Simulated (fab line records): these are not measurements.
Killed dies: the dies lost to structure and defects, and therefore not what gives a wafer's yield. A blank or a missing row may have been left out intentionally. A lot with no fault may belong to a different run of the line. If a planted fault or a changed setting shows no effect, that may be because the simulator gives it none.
Split-lot experiment :: flow n5-finfet :: route with 1938 steps; 7 lots, 21 wafers read

## THE SPLIT ITSELF
At N5_FIN_CUT_EXPOSE_05 (exposes mask FIN CUT), the setting dose-mj was moved away from the recipe's 45.75 on 8 of the 21 wafers read, by -6.8% to +7.1%. This setting was run at the recipe's value on the other wafers.

## FROM THE SPLIT TO THE READING: what the file shows between them, 2 steps
- N5_FIN_CUT_PEB_06: peb time 60 s
- N5_FIN_CUT_DEVELOP_07: develop time 30 s

## THE READING
cd-nm at N5_FIN_CUT_CD_MEAS_08, given in nm (cd target 29.1 nm). On this fab line, fault-free wafers typically give 29.14 nm with a standard deviation of 0.22 nm.

wafer: L079.2
tool, chamber at the split: euv-scanner-02, 0
dose-mj as run: 45.75
against the recipe: recipe
cd-nm, nm: 28.95
against lot-mates on the recipe: -

wafer: L079.5
tool, chamber at the split: euv-scanner-02, 0
dose-mj as run: 45.75
against the recipe: recipe
cd-nm, nm: 29.08
against lot-mates on the recipe: -

wafer: L079.6
tool, chamber at the split: euv-scanner-02, 0
dose-mj as run: 45.75
against the recipe: recipe
cd-nm, nm: 28.91
against lot-mates on the recipe: -

wafer: L080.1
tool, chamber at the split: euv-scanner-01, 0
dose-mj as run: 42.65
against the recipe: -6.8%
cd-nm, nm: 28.07
against lot-mates on the recipe: -1.59

wafer: L080.2
tool, chamber at the split: euv-scanner-01, 0
dose-mj as run: 45.75
against the recipe: recipe
cd-nm, nm: 29.66
against lot-mates on the recipe: -

wafer: L080.3
tool, chamber at the split: euv-scanner-01, 0
dose-mj as run: 42.65
against the recipe: -6.8%
cd-nm, nm: 28.17
against lot-mates on the recipe: -1.49

wafer: L082.4
tool, chamber at the split: euv-scanner-02, 0
dose-mj as run: 49
against the recipe: +7.1%
cd-nm, nm: 30.74
against lot-mates on the recipe: no lot-mate on the recipe

wafer: L082.5
tool, chamber at the split: euv-scanner-02, 0
dose-mj as run: 49
against the recipe: +7.1%
cd-nm, nm: 30.18
against lot-mates on the recipe: no lot-mate on the recipe

wafer: L082.6
tool, chamber at the split: euv-scanner-02, 0
dose-mj as run: 49
against the recipe: +7.1%
cd-nm, nm: 30.54
against lot-mates on the recipe: no lot-mate on the recipe

wafer: L088.1
tool, chamber at the split: euv-scanner-01, 0
dose-mj as run: 45.75
against the recipe: recipe
cd-nm, nm: 29.37
against lot-mates on the recipe: -

wafer: L088.2
tool, chamber at the split: euv-scanner-01, 0
dose-mj as run: 45.75
against the recipe: recipe
cd-nm, nm: 29.00
against lot-mates on the recipe: -

wafer: L088.5
tool, chamber at the split: euv-scanner-01, 0
dose-mj as run: 45.75
against the recipe: recipe
cd-nm, nm: 28.85
against lot-mates on the recipe: -

wafer: L090.1
tool, chamber at the split: euv-scanner-01, 0
dose-mj as run: 43.84
against the recipe: -4.2%
cd-nm, nm: 28.55
against lot-mates on the recipe: -0.09

wafer: L090.3
tool, chamber at the split: euv-scanner-01, 0
dose-mj as run: 43.84
against the recipe: -4.2%
cd-nm, nm: 28.20
against lot-mates on the recipe: -0.44

wafer: L090.4
tool, chamber at the split: euv-scanner-01, 0
dose-mj as run: 45.75
against the recipe: recipe
cd-nm, nm: 28.64
against lot-mates on the recipe: -

wafer: L094.2
tool, chamber at the split: euv-scanner-01, 0
dose-mj as run: 45.75
against the recipe: recipe
cd-nm, nm: 29.14
against lot-mates on the recipe: -

wafer: L094.3
tool, chamber at the split: euv-scanner-01, 0
dose-mj as run: 45.75
against the recipe: recipe
cd-nm, nm: 29.01
against lot-mates on the recipe: -

wafer: L094.4
tool, chamber at the split: euv-scanner-01, 0
dose-mj as run: 45.75
against the recipe: recipe
cd-nm, nm: 29.32
against lot-mates on the recipe: -

wafer: L097.1
tool, chamber at the split: euv-scanner-01, 0
dose-mj as run: 45.75
against the recipe: recipe
cd-nm, nm: 29.22
against lot-mates on the recipe: -

wafer: L097.2
tool, chamber at the split: euv-scanner-01, 0
dose-mj as run: 48.68
against the recipe: +6.4%
cd-nm, nm: 30.49
against lot-mates on the recipe: +1.48

wafer: L097.4
tool, chamber at the split: euv-scanner-01, 0
dose-mj as run: 45.75
against the recipe: recipe
cd-nm, nm: 28.79
against lot-mates on the recipe: -

FIT RESULTS
A straight line over all 21 wafers: cd-nm changes by +0.18 nm for each +1% of dose-mj; r = +0.94; the points scatter about the line by 0.26 nm.
The same after taking each lot's own level away (the mean of its wafers on the recipe; 18 wafers): +0.199 nm for each +1%; r = +0.92; scatter 0.26 nm.
That fit puts the effect of the largest move of dose-mj on the reading at 1.4 nm.
Measured against the standard deviation above, the lots' own levels, which go from 28.640 to 29.660 nm, span 4.6 times it.
Consequently the slope shifts little with the lot-to-lot level, the two slopes agreeing.
Check: for one of the wafers moved furthest among these (-6.8%), held out of the fit, the line's prediction against its lot-mates is -1.18 nm. Against them it came out at -1.59 nm.

## OTHER SPLITS ON THESE WAFERS
Other splits were also applied to these wafers ahead of the reading. Each is held against what the fit with the lots' levels taken away leaves over:
other split on the same wafers: N5_ZERO_LAYER_PECVD_02 time-s
wafers away from the commonest value: 5
r with cd-nm (lot level and that fit taken away): -0.20

other split on the same wafers: N5_FIN_CUT_COAT_02 spin-rpm
wafers away from the commonest value: 3
r with cd-nm (lot level and that fit taken away): +0.17

## THE WHOLE CHAIN: every reading that the file lists as answering this split, in the file's order
step: N5_FIN_CUT_CD_MEAS_08
what it does: target cd 29.1 nm
reading: cd-nm
change (the file's fit): +0.202 nm for each +1% of the setting
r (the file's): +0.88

step: N5_FIN_CUT_ETCH_30
what it does: etches underlayer in N2/H2, target depth 13 nm, time 10.4 s
reading: FIN_CUT.cd-offset-nm (the simulator's own value, which no gauge read)
change (the file's fit): +0.155 nm for each +1% of the setting
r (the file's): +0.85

## THE FILE'S OWN FIT
cd-nm changes by +0.202 nm for each +1% of dose-mj, r = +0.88.
